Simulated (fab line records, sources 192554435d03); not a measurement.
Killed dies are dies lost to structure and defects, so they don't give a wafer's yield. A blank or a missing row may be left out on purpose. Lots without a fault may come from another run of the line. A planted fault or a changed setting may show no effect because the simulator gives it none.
fab line records | flow n5_finfet
record lots=5 wafers=15 last_day=17
route steps=1938 shown BEOL_M1@802
lots that met no fault: from a run of the same line without faults
start_h: hours from the record's first day to the start of the lot's first wafer shown | wait_h: hours since the lot's step before | " the same as in the row above | L1.1+2: a row that stands for several wafers | - no value, or no start given | * or withheld: withheld | < > ~ a bound
route shown NAME@n: a module of which the file shows steps, and the number in the route of the first | usual: mean/standard deviation of fault-free wafers | same: alike in all rows | chamber/n: place in a boat | sites: the reading at each site | _std_site: their standard deviation | _edge_site: outer sites' mean less inner sites' | radius_mm: how far each site lies from the wafer's centre | mask NAME#n: copy n | behind: the tool/chamber that last shaped the wafer | hold: why the lot was held/for how many hours/how that ended | device: the transistor (n, p or np) that didn't switch | end of line: the same wafers' tests at the end of the route | a step without rows: its recipe alone | killed: dies lost to structure and defects at the first sort, not the wafer's yield | map: a wafer's dies, x killed, . not, _ none there
set.NAME: the setting as run; set.NAME@STEP: as run at that earlier step | model.NAME: the simulator's own value behind a step, which no gauge read
lots at some steps of the route; a table a step, a row a wafer
services: from which hour (start_h, from the record's first day; less than 0 if before it) a tool's chamber was out of use, for how many hours, and why
## steps
# step N5_BEOL_M1_STRIP_97
# recipe chemistry=N2/H2 time_s=10 power_w=450 temp_c=40 pressure_mtorr=20 rf_frequency_hz=6e+07 bias_power_w=7 n2_flow_sccm=200 h2_flow_sccm=200
# usual drypump_motor_current_A=5.9/0.46 n2_flow_sccm=200.0/0.56 oes_product_au=0.82/0.1 rf_vpp_V=59.3/0.85 showerhead_plenum_p_Torr=2.54/0.078 throttle_valve_pct=23.5/0.44
# columns lot.wafer tool chamber start_h wait_h drypump_motor_current_A n2_flow_sccm oes_product_au rf_hours_counter_h rf_vpp_V showerhead_plenum_p_Torr throttle_valve_pct
L077.1 rie_diel-06 3 - - 5.4 199.5 0.92 26 58.6 2.69 23.1
L077.5 " 2 " " 5.4 200.2 0.76 - 58.6 2.55 24.0
L077.6 " 0 " " 6.0 200.7 0.84 - 61.7 2.59 23.7
L079.1 rie_diel-03 2 - - 6.6 200.7 1.02 0 59.7 2.58 22.8
L079.4 " 1 " " 5.7 200.9 0.76 165 58.4 2.39 23.4
L079.5 " 1 " " 5.7 200.6 0.76 - 58.6 2.39 23.4
L081.1 rie_diel-06 1 - - 5.5 199.7 0.96 6 59.4 2.50 23.6
L081.2 " 3 " " 5.4 200.4 0.90 33 58.5 2.69 23.1
L081.5 " 1 " " 5.5 200.9 0.96 - 59.2 2.51 23.6
L087.3 rie_diel-03 3 - - 5.7 200.9 0.68 228 58.5 2.61 23.8
L087.5 " 1 " " 5.7 200.3 0.75 - 59.1 2.39 23.4
L087.6 " 0 " " 6.2 200.2 0.95 - 58.6 2.50 23.4
L094.2 rie_diel-06 0 - - 6.1 199.1 0.81 98 60.9 2.57 23.8
L094.3 " 1 " " 5.5 200.6 0.92 28 59.5 2.50 23.6
L094.4 " 2 " " 5.4 199.6 0.74 181 60.2 2.54 24.1
# step N5_BEOL_M1_OCD_MEAS_38
# usual trench_depth_nm=55.0/1.5
# columns lot.wafer tool chamber start_h wait_h trench_depth_nm
L077.1 ocd-02 - 147.95 - 55.6
L077.5 " - " " 52.5
L077.6 " - " " 56.5
L079.1 ocd-01 - 154.22 - 54.3
L079.4 " - " " 55.5
L079.5 " - " " 56.0
L081.1 ocd-01 - 169.85 - 57.5
L081.2 " - " " 55.1
L081.5 " - " " 57.2
L087.3 ocd-01 - 217.36 - 52.6
L087.5 " - " " 56.2
L087.6 " - " " 55.2
L094.2 ocd-01 - 243.62 - 56.5
L094.3 " - " " 58.0
L094.4 " - " " 52.4
# step N5_BEOL_M1_HM_STRIP_39
# recipe chemistry=peroxide_tin_strip material=TiN target_depth_a=250 temp_c=50 time_s=158
# columns lot.wafer tool chamber start_h wait_h
L077.1+5+6 wet_bench-06 5,1,2 147.99 0.0
L079.1+4+5 wet_bench-06 5,4,2 154.25 0.0
L081.1+2+5 wet_bench-01 0,1,5 169.88 0.0
L087.3+5+6 wet_bench-06 2,3,1 217.39 0.0
L094.2+3+4 wet_bench-06 7,3,5 243.65 0.0
# step N5_BEOL_M1_SRD_40
# recipe time_s=30 temp_c=23 rinse_liquid=diw dry=ipa_marangoni
# columns lot.wafer tool chamber start_h wait_h
L077.1+5+6 wet_bench-06 5,1,2 148.04 0.0
L079.1+4+5 wet_bench-06 5,4,2 154.30 0.0
L081.1+2+5 wet_bench-01 0,1,5 169.98 0.0
L087.3+5+6 wet_bench-06 2,3,1 217.43 0.0
L094.2+3+4 wet_bench-06 7,3,5 243.70 0.0
# step N5_BEOL_M1_PRECLEAN_42
# recipe chemistry=residue_remover time_s=60 temp_c=40
# columns lot.wafer tool chamber start_h wait_h
L077.1+5+6 wet_bench-06 5,1,2 148.05 0.0
L079.1+4+5 wet_bench-06 5,4,2 154.32 0.0
L081.1+2+5 wet_bench-01 0,1,5 170.01 0.0
L087.3+5+6 wet_bench-06 2,3,1 217.45 0.0
L094.2+3+4 wet_bench-06 7,3,5 243.72 0.0
# step N5_BEOL_M1_SRD_43
# recipe time_s=30 temp_c=23 rinse_liquid=diw dry=ipa_marangoni
# columns lot.wafer tool chamber start_h wait_h
L077.1+5+6 wet_bench-06 5,1,2 148.07 0.0
L079.1+4+5 wet_bench-06 5,4,2 154.34 0.0
L081.1+2+5 wet_bench-01 0,1,5 170.04 0.0
L087.3+5+6 wet_bench-06 2,3,1 217.47 0.0
L094.2+3+4 wet_bench-06 7,3,5 243.73 0.0
# step N5_BEOL_M1_CD_MEAS_35
# recipe target_cd_nm=18 target_cd_y_nm=21 polarity=opening
# usual cd_nm=18.0/0.49
# columns lot.wafer tool chamber start_h wait_h cd_nm
L077.1 cd_sem-01 - 148.11 0.0 18.3
L077.5 " - " " 17.8
L077.6 " - " " 17.4
L079.1 cd_sem-03 - 154.38 0.0 18.0
L079.4 " - " " 18.1
L079.5 " - " " 18.8
L081.1 cd_sem-03 - 170.10 0.0 18.3
L081.2 " - " " 18.2
L081.5 " - " " 17.5
L087.3 cd_sem-01 - 217.51 0.0 18.8
L087.5 " - " " 18.4
L087.6 " - " " 17.9
L094.2 cd_sem-02 - 243.77 0.0 17.9
L094.3 " - " " 17.0
L094.4 " - " " 17.1
# step N5_BEOL_M1_DEGAS_44
# recipe ambient=vacuum temp_c=250 time_s=60
# usual heater_power_w=324/24
# columns lot.wafer tool chamber start_h wait_h heater_power_w
L077.1 pvd_sputter-03 - 148.33 0.2 286
L077.5 " - " " 293
L077.6 " - " " 317
L079.1 pvd_sputter-01 - 154.44 0.1 328
L079.4 " - " " 319
L079.5 " - " " 341
L081.1 pvd_sputter-02 - 170.62 0.5 298
L081.2 " - " " 341
L081.5 " - " " 368
L087.3 pvd_sputter-02 - 217.72 0.2 351
L087.5 " - " " 295
L087.6 " - " " 345
L094.2 pvd_sputter-01 - 244.20 0.4 323
L094.3 " - " " 355
L094.4 " - " " 338
# step N5_BEOL_M1_PRE_CLEAN_45
# recipe gas=H2/He time_s=30 temp_c=250
# usual heater_power_w=325/25
# columns lot.wafer tool chamber start_h wait_h heater_power_w
L077.1 pvd_sputter-03 - 148.37 0.0 292
L077.5 " - " " 288
L077.6 " - " " 315
L079.1 pvd_sputter-01 - 154.48 0.0 331
L079.4 " - " " 327
L079.5 " - " " 336
L081.1 pvd_sputter-02 - 170.66 0.0 303
L081.2 " - " " 346
L081.5 " - " " 365
L087.3 pvd_sputter-02 - 217.76 0.0 351
L087.5 " - " " 300
L087.6 " - " " 352
L094.2 pvd_sputter-01 - 244.24 0.0 325
L094.3 " - " " 348
L094.4 " - " " 336
# step N5_BEOL_M1_ALD_84
# recipe material=TaN target_thk_a=* temp_c=275 ald_precursor_family=PDMAT ald_co_reactant=NH3 pressure_torr=3 carrier_flow_sccm=1500 pulse_time_s=2 purge_time_s=3 co_reactant_purge_time_s=2 co_reactant_pulse_time_s=3 ald_cycles=30 precursor_vessel_temp_c=75 precursor_vessel_pressure_torr=26.25 precursor_vessel_carrier_sccm=1000
# usual chamber_pressure_Torr=3.000/0.0065 heater_power_outer_w=242/24 heater_power_w=443/47
# columns lot.wafer tool chamber start_h wait_h chamber_pressure_Torr heater_power_outer_w heater_power_w
L077.1 ald_metal-03 2 148.43 0.0 3.003 216 379
L077.5 " 1 " " 2.999 228 398
L077.6 " 0 " " 2.994 276 511
L079.1 ald_metal-04 3 154.56 0.1 3.002 207 403
L079.4 " 1 " " 2.992 242 436
L079.5 " 1 " " 2.996 246 440
L081.1 ald_metal-04 2 170.72 0.0 2.998 257 528
L081.2 " 1 " " 3.003 245 448
L081.5 " 2 " " 2.992 256 494
L087.3 ald_metal-03 3 217.85 0.1 2.994 250 406
L087.5 " 3 " " 2.998 249 399
L087.6 " 2 " " 3.009 205 377
L094.2 ald_metal-03 1 244.30 0.0 2.992 232 415
L094.3 " 2 " " 2.988 207 384
L094.4 " 3 " " 3.001 252 400
# step N5_BEOL_M1_SURFACE_TREAT_85
# recipe gas=Ar time_s=* ion_energy_ev=* ion_current_ma_cm2=0.5 pressure_mtorr=* ar_flow_sccm=30
# usual throttle_valve_pct=*
# columns lot.wafer tool chamber start_h wait_h throttle_valve_pct
L077.1 pvd_sputter-02 - 148.70 0.2 *
L077.5 " - " " *
L077.6 " - " " *
L079.1 pvd_sputter-01 - 154.82 0.2 *
L079.4 " - " " *
L079.5 " - " " *
L081.1 pvd_sputter-03 - 170.97 0.1 *
L081.2 " - " " *
L081.5 " - " " *
L087.3 pvd_sputter-01 - 218.09 0.1 *
L087.5 " - " " *
L087.6 " - " " *
L094.2 pvd_sputter-01 - 244.84 0.4 *
L094.3 " - " " *
L094.4 " - " " *
# step N5_BEOL_M1_CVD_47
# recipe material=Co target_thk_a=30 temp_c=withheld precursor=CCTBA/H2 pressure_torr=30 time_s=223.8
# usual chamber_pressure_Torr=30.00/0.066
# columns lot.wafer tool chamber start_h wait_h chamber_pressure_Torr
L077.1 cvd_co-01 0 148.78 0.1 30.00
L077.5 " 1 " " 29.94
L077.6 " 2 " " 29.96
L079.1 cvd_co-02 1 155.02 0.2 30.04
L079.4 " 0 " " 29.98
L079.5 " 2 " " 30.06
L081.1 cvd_co-02 1 171.06 0.1 30.14
L081.2 " 2 " " 29.98
L081.5 " 2 " " 30.10
L087.3 cvd_co-01 1 218.38 0.3 30.05
L087.5 " 0 " " 29.97
L087.6 " 1 " " 30.04
L094.2 cvd_co-02 2 244.90 0.0 29.97
L094.3 " 1 " " 29.91
L094.4 " 0 " " 29.96
# step N5_BEOL_M1_SPUTTER_48
# recipe material=Cu target_thk_a=45 temp_c=-20 chamber_pressure_pa=0.07 power_w=withheld time_s=8.29
# usual throttle_valve_pct=29.8/1
# columns lot.wafer tool chamber start_h wait_h throttle_valve_pct
L077.1 pvd_sputter-02 - 148.94 0.1 29.7
L077.5 " - " " 31.0
L077.6 " - " " 29.6
L079.1 pvd_sputter-02 - 155.18 0.1 29.4
L079.4 " - " " 30.9
L079.5 " - " " 30.9
L081.1 pvd_sputter-02 - 171.54 0.4 27.6
L081.2 " - " " 29.5
L081.5 " - " " 31.1
L087.3 pvd_sputter-02 - 218.84 0.4 29.7
L087.5 " - " " 29.5
L087.6 " - " " 31.0
L094.2 pvd_sputter-02 - 245.63 0.7 29.4
L094.3 " - " " 27.9
L094.4 " - " " 29.4
# step N5_BEOL_M1_ANNEAL_49
# recipe temp_c=400 time_s=240 ambient=vacuum
# usual heater_power_w=809/60
# columns lot.wafer tool chamber start_h wait_h heater_power_w
L077.1 pvd_sputter-02 - 149.02 0.0 868
L077.5 " - " " 764
L077.6 " - " " 790
L079.1 pvd_sputter-02 - 155.26 0.0 852
L079.4 " - " " 782
L079.5 " - " " 759
L081.1 pvd_sputter-02 - 171.62 0.0 939
L081.2 " - " " 869
L081.5 " - " " 754
L087.3 pvd_sputter-02 - 218.92 0.0 794
L087.5 " - " " 770
L087.6 " - " " 764
L094.2 pvd_sputter-02 - 245.71 0.0 782
L094.3 " - " " 918
L094.4 " - " " 865
# step N5_BEOL_M1_SPUTTER_79
# recipe material=Cu target_thk_a=45 temp_c=-20 chamber_pressure_pa=0.07 power_w=withheld time_s=8.29
# usual throttle_valve_pct=29.8/1
# columns lot.wafer tool chamber start_h wait_h throttle_valve_pct
L077.1 pvd_sputter-02 - 149.16 0.1 29.7
L077.5 " - " " 31.1
L077.6 " - " " 29.6
L079.1 pvd_sputter-02 - 155.40 0.1 29.6
L079.4 " - " " 31.2
L079.5 " - " " 30.9
L081.1 pvd_sputter-02 - 171.76 0.1 27.8
L081.2 " - " " 29.5
L081.5 " - " " 30.8
L087.3 pvd_sputter-02 - 219.06 0.1 29.9
L087.5 " - " " 29.6
L087.6 " - " " 31.1
L094.2 pvd_sputter-02 - 245.85 0.1 30.0
L094.3 " - " " 27.8
L094.4 " - " " 29.5
# step N5_BEOL_M1_ANNEAL_80
# recipe temp_c=400 time_s=240 ambient=vacuum
# usual heater_power_w=809/58
# columns lot.wafer tool chamber start_h wait_h heater_power_w
L077.1 pvd_sputter-02 - 149.24 0.0 863
L077.5 " - " " 737
L077.6 " - " " 753
L079.1 pvd_sputter-02 - 155.48 0.0 837
L079.4 " - " " 767
L079.5 " - " " 779
L081.1 pvd_sputter-02 - 171.84 0.0 924
L081.2 " - " " 833
L081.5 " - " " 765
L087.3 pvd_sputter-02 - 219.14 0.0 769
L087.5 " - " " 777
L087.6 " - " " 758
L094.2 pvd_sputter-02 - 245.93 0.0 768
L094.3 " - " " 949
L094.4 " - " " 863
# step N5_BEOL_M1_SPUTTER_81
# recipe material=Cu target_thk_a=45 temp_c=-20 chamber_pressure_pa=0.07 power_w=withheld time_s=8.29
# usual throttle_valve_pct=29.8/1
# columns lot.wafer tool chamber start_h wait_h throttle_valve_pct
L077.1 pvd_sputter-02 - 149.38 0.1 29.2
L077.5 " - " " 30.8
L077.6 " - " " 29.7
L079.1 pvd_sputter-02 - 155.62 0.1 29.4
L079.4 " - " " 30.8
L079.5 " - " " 31.0
L081.1 pvd_sputter-02 - 171.98 0.1 27.7
L081.2 " - " " 29.5
L081.5 " - " " 30.9
L087.3 pvd_sputter-02 - 219.28 0.1 29.5
L087.5 " - " " 29.5
L087.6 " - " " 31.0
L094.2 pvd_sputter-02 - 246.07 0.1 29.3
L094.3 " - " " 27.8
L094.4 " - " " 29.3
# step N5_BEOL_M1_ANNEAL_82
# recipe temp_c=400 time_s=240 ambient=vacuum
# usual heater_power_w=808/59
# columns lot.wafer tool chamber start_h wait_h heater_power_w
L077.1 pvd_sputter-02 - 149.46 0.0 858
L077.5 " - " " 762
L077.6 " - " " 766
L079.1 pvd_sputter-02 - 155.70 0.0 865
L079.4 " - " " 756
L079.5 " - " " 752
L081.1 pvd_sputter-02 - 172.06 0.0 904
L081.2 " - " " 867
L081.5 " - " " 768
L087.3 pvd_sputter-02 - 219.36 0.0 772
L087.5 " - " " 771
L087.6 " - " " 764
L094.2 pvd_sputter-02 - 246.15 0.0 781
L094.3 " - " " 920
L094.4 " - " " 855
# step N5_BEOL_M1_SPUTTER_86
# recipe material=Cu target_thk_a=45 temp_c=-20 chamber_pressure_pa=0.07 power_w=withheld time_s=8.29
# usual throttle_valve_pct=29.8/1
# columns lot.wafer tool chamber start_h wait_h throttle_valve_pct
L077.1 pvd_sputter-02 - 149.60 0.1 29.7
L077.5 " - " " 30.9
L077.6 " - " " 29.8
L079.1 pvd_sputter-02 - 155.84 0.1 29.5
L079.4 " - " " 30.9
L079.5 " - " " 31.0
L081.1 pvd_sputter-02 - 172.20 0.1 27.9
L081.2 " - " " 29.5
L081.5 " - " " 30.9
L087.3 pvd_sputter-02 - 219.50 0.1 29.5
L087.5 " - " " 29.6
L087.6 " - " " 31.0
L094.2 pvd_sputter-02 - 246.29 0.1 29.8
L094.3 " - " " 28.0
L094.4 " - " " 29.4
# step N5_BEOL_M1_ANNEAL_87
# recipe temp_c=400 time_s=240 ambient=vacuum
# usual heater_power_w=809/59
# columns lot.wafer tool chamber start_h wait_h heater_power_w
L077.1 pvd_sputter-02 - 149.68 0.0 845
L077.5 " - " " 753
L077.6 " - " " 761
L079.1 pvd_sputter-02 - 155.92 0.0 866
L079.4 " - " " 763
L079.5 " - " " 766
L081.1 pvd_sputter-02 - 172.28 0.0 909
L081.2 " - " " 855
L081.5 " - " " 749
L087.3 pvd_sputter-02 - 219.58 0.0 786
L087.5 " - " " 752
L087.6 " - " " 754
L094.2 pvd_sputter-02 - 246.37 0.0 769
L094.3 " - " " 914
L094.4 " - " " 852
# step N5_BEOL_M1_SPUTTER_88
# recipe material=Cu target_thk_a=45 temp_c=-20 chamber_pressure_pa=0.07 power_w=withheld time_s=8.29
# usual throttle_valve_pct=29.9/1
# columns lot.wafer tool chamber start_h wait_h throttle_valve_pct
L077.1 pvd_sputter-02 - 149.82 0.1 29.5
L077.5 " - " " 31.0
L077.6 " - " " 29.8
L079.1 pvd_sputter-02 - 156.06 0.1 29.8
L079.4 " - " " 30.9
L079.5 " - " " 31.3
L081.1 pvd_sputter-02 - 172.42 0.1 27.9
L081.2 " - " " 29.7
L081.5 " - " " 31.1
L087.3 pvd_sputter-02 - 219.72 0.1 29.8
L087.5 " - " " 29.8
L087.6 " - " " 31.0
L094.2 pvd_sputter-02 - 246.51 0.1 29.7
L094.3 " - " " 28.1
L094.4 " - " " 29.6
# step N5_BEOL_M1_ANNEAL_89
# recipe temp_c=400 time_s=240 ambient=vacuum
# usual heater_power_w=808/59
# columns lot.wafer tool chamber start_h wait_h heater_power_w
L077.1 pvd_sputter-02 - 149.90 0.0 858
L077.5 " - " " 746
L077.6 " - " " 776
L079.1 pvd_sputter-02 - 156.14 0.0 859
L079.4 " - " " 754
L079.5 " - " " 761
L081.1 pvd_sputter-02 - 172.50 0.0 921
L081.2 " - " " 866
L081.5 " - " " 756
L087.3 pvd_sputter-02 - 219.80 0.0 772
L087.5 " - " " 773
L087.6 " - " " 752
L094.2 pvd_sputter-02 - 246.59 0.0 781
L094.3 " - " " 911
L094.4 " - " " 863
# step N5_BEOL_M1_SPUTTER_90
# recipe material=Cu target_thk_a=45 temp_c=-20 chamber_pressure_pa=0.07 power_w=withheld time_s=8.29
# usual throttle_valve_pct=29.8/1
# columns lot.wafer tool chamber start_h wait_h throttle_valve_pct
L077.1 pvd_sputter-02 - 150.04 0.1 29.8
L077.5 " - " " 30.9
L077.6 " - " " 29.6
L079.1 pvd_sputter-02 - 156.28 0.1 29.3
L079.4 " - " " 31.0
L079.5 " - " " 31.1
L081.1 pvd_sputter-02 - 172.64 0.1 27.7
L081.2 " - " " 29.5
L081.5 " - " " 30.9
L087.3 pvd_sputter-02 - 219.94 0.1 29.7
L087.5 " - " " 30.0
L087.6 " - " " 31.3
L094.2 pvd_sputter-02 - 246.73 0.1 29.5
L094.3 " - " " 27.9
L094.4 " - " " 29.5
# step N5_BEOL_M1_ANNEAL_91
# recipe temp_c=400 time_s=240 ambient=vacuum
# usual heater_power_w=809/60
# columns lot.wafer tool chamber start_h wait_h heater_power_w
L077.1 pvd_sputter-02 - 150.12 0.0 855
L077.5 " - " " 767
L077.6 " - " " 782
L079.1 pvd_sputter-02 - 156.36 0.0 861
L079.4 " - " " 752
L079.5 " - " " 752
L081.1 pvd_sputter-02 - 172.72 0.0 934
L081.2 " - " " 874
L081.5 " - " " 740
L087.3 pvd_sputter-02 - 220.02 0.0 764
L087.5 " - " " 770
L087.6 " - " " 772
L094.2 pvd_sputter-02 - 246.81 0.0 781
L094.3 " - " " 923
L094.4 " - " " 867
# step N5_BEOL_M1_SPUTTER_92
# recipe material=Cu target_thk_a=45 temp_c=-20 chamber_pressure_pa=0.07 power_w=withheld time_s=8.29
# usual throttle_valve_pct=29.9/1
# columns lot.wafer tool chamber start_h wait_h throttle_valve_pct
L077.1 pvd_sputter-02 - 150.26 0.1 29.6
L077.5 " - " " 31.1
L077.6 " - " " 29.4
L079.1 pvd_sputter-02 - 156.50 0.1 29.7
L079.4 " - " " 30.9
L079.5 " - " " 31.0
L081.1 pvd_sputter-02 - 172.86 0.1 28.1
L081.2 " - " " 29.5
L081.5 " - " " 30.9
L087.3 pvd_sputter-02 - 220.16 0.1 29.8
L087.5 " - " " 29.7
L087.6 " - " " 31.0
L094.2 pvd_sputter-02 - 246.95 0.1 29.6
L094.3 " - " " 28.0
L094.4 " - " " 29.6
# step N5_BEOL_M1_ANNEAL_93
# recipe temp_c=400 time_s=240 ambient=vacuum
# usual heater_power_w=810/61
# columns lot.wafer tool chamber start_h wait_h heater_power_w
L077.1 pvd_sputter-02 - 150.34 0.0 875
L077.5 " - " " 741
L077.6 " - " " 763
L079.1 pvd_sputter-02 - 156.58 0.0 855
L079.4 " - " " 753
L079.5 " - " " 773
L081.1 pvd_sputter-02 - 172.94 0.0 942
L081.2 " - " " 903
L081.5 " - " " 763
L087.3 pvd_sputter-02 - 220.24 0.0 773
L087.5 " - " " 770
L087.6 " - " " 765
L094.2 pvd_sputter-02 - 247.03 0.0 746
L094.3 " - " " 916
L094.4 " - " " 869
# step N5_BEOL_M1_SPUTTER_94
# recipe material=Cu target_thk_a=45 temp_c=-20 chamber_pressure_pa=0.07 power_w=withheld time_s=8.29
# usual throttle_valve_pct=29.8/1
# columns lot.wafer tool chamber start_h wait_h throttle_valve_pct
L077.1 pvd_sputter-02 - 150.48 0.1 29.5
L077.5 " - " " 31.1
L077.6 " - " " 29.6
L079.1 pvd_sputter-02 - 156.72 0.1 29.4
L079.4 " - " " 30.8
L079.5 " - " " 30.9
L081.1 pvd_sputter-02 - 173.08 0.1 27.8
L081.2 " - " " 29.2
L081.5 " - " " 30.8
L087.3 pvd_sputter-02 - 220.38 0.1 29.7
L087.5 " - " " 29.9
L087.6 " - " " 31.0
L094.2 pvd_sputter-02 - 247.17 0.1 29.6
L094.3 " - " " 27.9
L094.4 " - " " 29.7
# step N5_BEOL_M1_ANNEAL_95
# recipe temp_c=400 time_s=240 ambient=vacuum
# usual heater_power_w=809/60
# columns lot.wafer tool chamber start_h wait_h heater_power_w
L077.1 pvd_sputter-02 - 150.56 0.0 894
L077.5 " - " " 773
L077.6 " - " " 789
L079.1 pvd_sputter-02 - 156.80 0.0 871
L079.4 " - " " 757
L079.5 " - " " 762
L081.1 pvd_sputter-02 - 173.16 0.0 916
L081.2 " - " " 867
L081.5 " - " " 755
L087.3 pvd_sputter-02 - 220.46 0.0 769
L087.5 " - " " 747
L087.6 " - " " 749
L094.2 pvd_sputter-02 - 247.25 0.0 751
L094.3 " - " " 955
L094.4 " - " " 861
# step N5_BEOL_M1_SPUTTER_96
# recipe material=Cu target_thk_a=45 temp_c=-20 chamber_pressure_pa=0.07 power_w=withheld time_s=8.29
# usual throttle_valve_pct=29.8/1
# columns lot.wafer tool chamber start_h wait_h throttle_valve_pct
L077.1 pvd_sputter-02 - 150.70 0.1 29.3
L077.5 " - " " 31.1
L077.6 " - " " 29.8
L079.1 pvd_sputter-02 - 156.94 0.1 29.7
L079.4 " - " " 30.9
L079.5 " - " " 31.3
L081.1 pvd_sputter-02 - 173.30 0.1 27.7
L081.2 " - " " 29.1
L081.5 " - " " 31.0
L087.3 pvd_sputter-02 - 220.60 0.1 29.6
L087.5 " - " " 29.6
L087.6 " - " " 31.0
L094.2 pvd_sputter-02 - 247.39 0.1 29.7
L094.3 " - " " 27.9
L094.4 " - " " 29.6
# step N5_BEOL_M1_ECD_50
# recipe material=Cu target_thk_a=3000
# columns lot.wafer tool chamber start_h wait_h
L077.1+5+6 ecd_cu-01 1,0,1 150.82 0.1
L079.1+4+5 ecd_cu-02 0,1,0 157.06 0.1
L081.1+2+5 ecd_cu-01 1,0,0 173.42 0.1
L087.3+5+6 ecd_cu-01 0,0,1 220.73 0.1
L094.2+3+4 ecd_cu-01 1,1,0 247.51 0.1
# step N5_BEOL_M1_ANNEAL_51
# recipe temp_c=225 time_s=90 ambient=N2
# usual wafer_temp_C_max=226.26/0.28
# columns lot.wafer tool chamber start_h wait_h wafer_temp_C_max
L077.1 rtp_anneal-02 0 150.90 0.1 225.84
L077.5 " 0 " " 225.99
L077.6 " 0 " " 226.15
L079.1 rtp_anneal-02 0 157.14 0.1 226.14
L079.4 " 0 " " 226.47
L079.5 " 0 " " 226.25
L081.1 rtp_anneal-02 0 173.50 0.1 226.40
L081.2 " 0 " " 226.13
L081.5 " 0 " " 226.16
L087.3 rtp_anneal-01 0 220.97 0.2 226.15
L087.5 " 0 " " 226.04
L087.6 " 0 " " 226.19
L094.2 rtp_anneal-02 0 247.63 0.1 225.99
L094.3 " 0 " " 226.32
L094.4 " 0 " " 226.26
# step N5_BEOL_M1_CMP_52
# recipe stop_on=SiOC t_overpolish_s=6.8 down_force_psi=1 platen_rpm=50 clearing_platen_down_force_psi=1.5 clearing_platen_rpm=50 post_cmp_clean=cu_alkaline target_thk_nm=40 clearing_platen_pad_velocity_m_s=0.99484 pad_velocity_m_s=0.99484
# usual barrier_field_endpoint_s=24.6/0.81 motor_current_A=6.2/0.63 overpolish_run_s=6.800/0.0095 slurry_filter_dp_kPa=13.49/0.15 time_to_endpoint_s=62/4.5
# columns lot.wafer tool chamber start_h wait_h barrier_field_endpoint_s motor_current_A overpolish_run_s slurry_filter_dp_kPa time_to_endpoint_s
L077.1 cmp-01 3 151.19 0.3 24.7 6.8 6.791 13.46 64
L077.5 " 3 " " 24.1 6.4 6.798 13.52 63
L077.6 " 0 " " 25.4 6.9 6.805 13.51 64
L079.4 cmp-01 1 157.44 0.1 24.9 5.6 6.795 13.37 60
L079.1 " 3 " " 25.2 6.3 6.813 13.75 64
L079.5 " 1 " " 25.1 5.7 6.791 13.56 63
L081.1 cmp-03 2 173.80 0.3 25.1 6.6 6.800 13.56 67
L081.2 " 0 " " 26.0 7.4 6.805 13.62 73
L081.5 " 3 " " 23.6 7.1 6.802 13.60 56
L087.3 cmp-01 1 221.37 0.3 23.9 5.6 6.803 13.72 60
L087.5 " 1 " " 24.2 5.9 6.789 13.64 57
L087.6 " 2 " " 24.2 6.2 6.813 13.56 57
L094.4 cmp-02 3 247.88 0.1 24.6 5.4 6.789 13.51 60
L094.2 " 0 " " 24.1 6.3 6.797 13.70 62
L094.3 " 2 " " 23.8 7.1 6.795 13.38 54
# step N5_BEOL_M1_THK_MEAS_53
# recipe thk_meas_gauge=xrf reads=Cu_of_BEOL_M1_ECD_50
# usual M1_THK=39.9/1.8
# columns lot.wafer tool chamber start_h wait_h M1_THK[nm]
L077.1 film_metro-01 - 151.49 - 40.1
L077.5 " - " " 40.1
L077.6 " - " " 43.3
L079.1 film_metro-01 - 157.73 - 38.4
L079.4 " - " " 38.3
L079.5 " - " " 39.5
L081.1 film_metro-01 - 174.09 - 39.9
L081.2 " - " " 40.4
L081.5 " - " " 39.7
L087.3 film_metro-02 - 221.67 - 40.1
L087.5 " - " " 40.5
L087.6 " - " " 41.6
L094.2 film_metro-01 - 248.18 - 40.6
L094.3 " - " " 35.5
L094.4 " - " " 37.3
# step N5_BEOL_M1_PRE_CLEAN_60
# recipe gas=NH3/H2 time_s=15 temp_c=* rf_power_w=300
# usual heater_power_outer_w=26/13 heater_power_w=92/19 rf_fwd_power_W=296.7/1.2
# columns lot.wafer tool chamber start_h wait_h heater_power_outer_w heater_power_w rf_fwd_power_W
L077.1 cvd_co-01 1 151.52 0.0 29 104 298.1
L077.5 " 0 " " 41 106 296.9
L077.6 " 1 " " 30 109 297.0
L079.1 cvd_co-02 1 157.77 0.0 0 56 297.6
L079.4 " 2 " " 30 80 296.8
L079.5 " 0 " " 28 99 297.9
L081.1 cvd_co-01 0 174.13 0.0 41 107 297.6
L081.2 " 1 " " 30 107 297.1
L081.5 " 1 " " 29 105 297.9
L087.3 cvd_co-01 1 221.72 0.1 30 108 295.8
L087.5 " 1 " " 30 109 295.1
L087.6 " 0 " " 41 107 296.3
L094.2 cvd_co-02 1 248.21 0.0 0 57 297.9
L094.3 " 2 " " 31 83 295.6
L094.4 " 0 " " 29 100 296.4
# step N5_BEOL_M1_CO_CAP_55
# recipe material=Co target_thk_a=20 temp_c=200 precursor=CCTBA/H2 pressure_torr=30 time_s=102.1
# usual chamber_pressure_Torr=30.00/0.061 heater_power_outer_w=130/18 heater_power_w=244/24
# columns lot.wafer tool chamber start_h wait_h chamber_pressure_Torr heater_power_outer_w heater_power_w
L077.1 cvd_co-01 1 151.58 0.0 29.95 136 259
L077.5 " 0 " " 29.98 146 266
L077.6 " 1 " " 29.96 134 262
L079.1 cvd_co-02 1 157.81 0.0 30.14 98 204
L079.4 " 2 " " 29.90 134 232
L079.5 " 0 " " 30.02 133 253
L081.1 cvd_co-01 0 174.19 0.0 29.98 151 265
L081.2 " 1 " " 30.04 133 262
L081.5 " 1 " " 29.99 134 260
L087.3 cvd_co-01 1 221.80 0.1 29.97 133 263
L087.5 " 1 " " 29.95 135 262
L087.6 " 0 " " 29.93 153 265
L094.2 cvd_co-02 1 248.25 0.0 29.97 94 199
L094.3 " 2 " " 29.96 135 237
L094.4 " 0 " " 29.96 133 262
## services
# columns tool chamber start_h hours kind
rie_diel-06 1 129.08 - clean
rie_diel-06 1 129.08 - consumable_replace:focus_ring
rie_diel-06 1 129.08 22.8 scheduled_down
rie_diel-06 1 129.08 22.8 vent_cycle
cvd_co-01 0 130.80 2.9 repair
rie_diel-03 2 135.89 - clean
cmp-02 - 144.83 5.2 repair
cvd_co-01 2 149.45 242.0 repair
cvd_co-01 - 153.22 14.6 pm
ecd_cu-01 - 158.54 2.8 repair
cvd_co-02 0 170.03 4.6 repair
cvd_co-01 - 176.37 1.5 repair
cmp-01 - 180.63 0.8 repair
cvd_co-01 - 187.30 0.4 repair
cmp-01 - 190.22 0.7 repair
cmp-03 - 192.32 4.0 pm
ecd_cu-02 - 192.83 0.8 repair
cvd_co-02 - 201.09 1.2 repair
cvd_co-02 2 210.82 15.3 repair
cmp-03 - 216.22 32.0 repair
cmp-01 - 232.64 7.4 pm
ecd_cu-02 - 234.30 0.5 repair
cmp-02 - 241.29 2.6 repair
cmp-03 - 248.23 5.1 pm
## key
fault none
